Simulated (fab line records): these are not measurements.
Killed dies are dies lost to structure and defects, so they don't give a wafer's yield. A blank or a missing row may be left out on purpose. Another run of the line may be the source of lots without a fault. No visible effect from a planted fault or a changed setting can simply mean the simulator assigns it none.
Split-lot trial + flow n5_finfet + 39 wafers read across 7 lots, on a route 1938 steps long

## THE SPLIT ITSELF
At N5_BEOL_M12_ETCH_59 (etches BARC in N2/H2, target depth 89 nm, overetch 26.7 nm, time 67.9 s), the setting target_depth_a was moved away from the recipe's 890 angstrom on 18 of the 39 wafers read, by -44.1% to +59.3%. All remaining wafers had this setting at the recipe value.

There is no step in the file separating the split from the reading.

## THE READING
coat_of_BEOL_M12_COAT_04.thk_nm (the simulator's own value, which no gauge read), in nm, at N5_BEOL_M12_VIA_ETCH_16 (etches SiOC in C4F8/O2/Ar, target depth 724.8 nm). The file gives no usual value for it. Across the 21 wafers here that went through the recipe, the average is 123.3 nm and the standard deviation 3.3 nm.

| wafer  | tool, chamber at the split | target_depth_a as run, angstrom | against the recipe | coat_of_BEOL_M12_COAT_04.thk_nm, nm | against lot-mates on the recipe |
|--------|----------------------------|---------------------------------|--------------------|-------------------------------------|---------------------------------|
| L075.1 | rie_diel-04, 1             | 1255                            | +41.0%             | 110                                 | -15.7                           |
| L075.2 | rie_diel-04, 3             | 890                             | recipe             | 128.4                               | -                               |
| L075.3 | rie_diel-04, 0             | 1255                            | +41.0%             | 111.2                               | -14.5                           |
| L075.4 | rie_diel-04, 3,1           | 890                             | recipe             | 124.6                               | -                               |
| L075.5 | rie_diel-04, 3,1           | 890                             | recipe             | 124.2                               | -                               |
| L075.6 | rie_diel-04, 0             | 1255                            | +41.0%             | 108.6                               | -17.1                           |
| L076.1 | rie_diel-01, 2             | 1385                            | +55.6%             | 100.4                               | -24.9                           |
| L076.2 | rie_diel-01, 3             | 890                             | recipe             | 125.2                               | -                               |
| L076.3 | rie_diel-01, 0             | 890                             | recipe             | 129.2                               | -                               |
| L076.4 | rie_diel-01, 3             | 1385                            | +55.6%             | 93.8                                | -31.5                           |
| L076.5 | rie_diel-01, 0             | 1385                            | +55.6%             | 101.4                               | -23.9                           |
| L076.6 | rie_diel-01, 2             | 890                             | recipe             | 121.4                               | -                               |
| L085.2 | rie_diel-04, 1             | 890                             | recipe             | 125                                 | -                               |
| L085.3 | rie_diel-04, 2             | 890                             | recipe             | 123.6                               | -                               |
| L085.5 | rie_diel-04, 3             | 890                             | recipe             | 121.6                               | -                               |
| L089.1 | rie_diel-03, 0             | 890                             | recipe             | 124.2                               | -                               |
| L089.2 | rie_diel-03, 3             | 1418                            | +59.3%             | 93.6                                | -28.1                           |
| L089.3 | rie_diel-03, 1             | 890                             | recipe             | 121.4                               | -                               |
| L089.4 | rie_diel-03, 2             | 1418                            | +59.3%             | 88.2                                | -33.5                           |
| L089.5 | rie_diel-03, 0             | 1418                            | +59.3%             | 92                                  | -29.7                           |
| L089.6 | rie_diel-03, 3             | 890                             | recipe             | 119.6                               | -                               |
| L091.1 | rie_diel-04, 2             | 890                             | recipe             | 128.4                               | -                               |
| L091.2 | rie_diel-04, 3             | 751.6                           | -15.6%             | 138                                 | +11.5                           |
| L091.3 | rie_diel-04, 1             | 890                             | recipe             | 126.8                               | -                               |
| L091.4 | rie_diel-04, 0             | 751.6                           | -15.6%             | 138.4                               | +11.9                           |
| L091.5 | rie_diel-04, 1             | 890                             | recipe             | 124.4                               | -                               |
| L091.6 | rie_diel-04, 2             | 751.6                           | -15.6%             | 133.2                               | +6.7                            |
| L096.1 | rie_diel-01, 2             | 890                             | recipe             | 123.6                               | -                               |
| L096.2 | rie_diel-01, 1             | 648                             | -27.2%             | 133                                 | +12.3                           |
| L096.3 | rie_diel-01, 0             | 890                             | recipe             | 121.6                               | -                               |
| L096.4 | rie_diel-01, 3             | 648                             | -27.2%             | 134.6                               | +13.9                           |
| L096.5 | rie_diel-01, 1             | 648                             | -27.2%             | 132                                 | +11.3                           |
| L096.6 | rie_diel-01, 2             | 890                             | recipe             | 117                                 | -                               |
| L095.1 | rie_diel-03, 1             | 890                             | recipe             | 123.4                               | -                               |
| L095.2 | rie_diel-03, 0             | 497.1                           | -44.1%             | 144                                 | +24.1                           |
| L095.3 | rie_diel-03, 3             | 497.1                           | -44.1%             | 142.4                               | +22.5                           |
| L095.4 | rie_diel-03, 2             | 890                             | recipe             | 117                                 | -                               |
| L095.5 | rie_diel-03, 3             | 890                             | recipe             | 119.2                               | -                               |
| L095.6 | rie_diel-03, 2             | 497.1                           | -44.1%             | 139.6                               | +19.7                           |
When a row names more than one chamber, that row covers several wafers, and the file does not tell which wafer ran in which chamber.

THE FIT
A straight line over all 39 wafers: coat_of_BEOL_M12_COAT_04.thk_nm changes by -0.458 nm for each +1% of target_depth_a; r = -0.96; the points scatter about the line by 4.1 nm.
The same after taking each lot's own level away (the mean of its wafers on the recipe; 39 wafers): -0.485 nm for each +1%; r = -0.98; scatter 2.7 nm.
That fit puts the effect of the largest move of target_depth_a on the reading at 29 nm.
Across the lots, their own levels run from 119.87 to 126.53 nm, a range of 2.0 times the standard deviation given above.
Hence the lot-to-lot level has little effect on the slope; both slopes agree.
Check: -28.4 nm against its lot-mates is what the line predicts for one of the wafers moved furthest among these (+59.3%) when that wafer is left out of the fit. It came out at -28.1 nm against them.

## THE OTHER SPLITS THESE WAFERS WENT THROUGH
These wafers also went through other splits before the reading. Each is held against what the fit with the lots' levels taken away leaves over:
| other split on the same wafers         | wafers away from the commonest value | r with coat_of_BEOL_M12_COAT_04.thk_nm (lot level and that fit taken away) |
|----------------------------------------|--------------------------------------|----------------------------------------------------------------------------|
| N5_ZERO_LAYER_PECVD_02 time_s          | 18                                   | -0.06                                                                      |
| N5_ILD0_PRECLEAN_10 time_s             | 15                                   | -0.27                                                                      |
| N5_GATE_CUT_ALD_22 ald_cycles          | 12                                   | +0.19                                                                      |
| N5_MOL_CONTACT_COAG_ALD_133 ald_cycles | 15                                   | +0.19                                                                      |
| N5_BEOL_M4_DESCUM_16 time_s            | 12                                   | +0.06                                                                      |
| N5_BEOL_M5_ALD_86 ald_cycles           | 18                                   | +0.10                                                                      |
| N5_BEOL_M6_VIA_ETCH_34 target_depth_a  | 12                                   | -0.23                                                                      |
| N5_BEOL_M8_CURE_75 time_s              | 15                                   | +0.00                                                                      |

## THE WHOLE CHAIN: every reading that the file lists as answering this split, in the file's order
| step                    | what it does                                                            | reading                                                                          | change (the file's fit)               | r (the file's) |
|-------------------------|-------------------------------------------------------------------------|----------------------------------------------------------------------------------|---------------------------------------|----------------|
| N5_BEOL_M12_ETCH_59     | etches BARC in N2/H2, target depth 89 nm, overetch 26.7 nm, time 67.9 s | coat_of_BEOL_M12_COAT_04.thk_nm (the simulator's own value, which no gauge read) | -0.5 nm for each +1% of the setting   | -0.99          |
| N5_BEOL_M12_VIA_ETCH_16 | etches SiOC in C4F8/O2/Ar, target depth 724.8 nm                        | coat_of_BEOL_M12_COAT_04.thk_nm (the simulator's own value, which no gauge read) | -0.482 nm for each +1% of the setting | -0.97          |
| N5_BEOL_M12_STRIP_63    | strips in N2/H2                                                         | strip_time_to_endpoint_s                                                         | withheld for each +1% of the setting  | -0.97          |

## FILE'S OWN FIT
coat_of_BEOL_M12_COAT_04.thk_nm changes by -0.482 nm for each +1% of target_depth_a, r = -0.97.
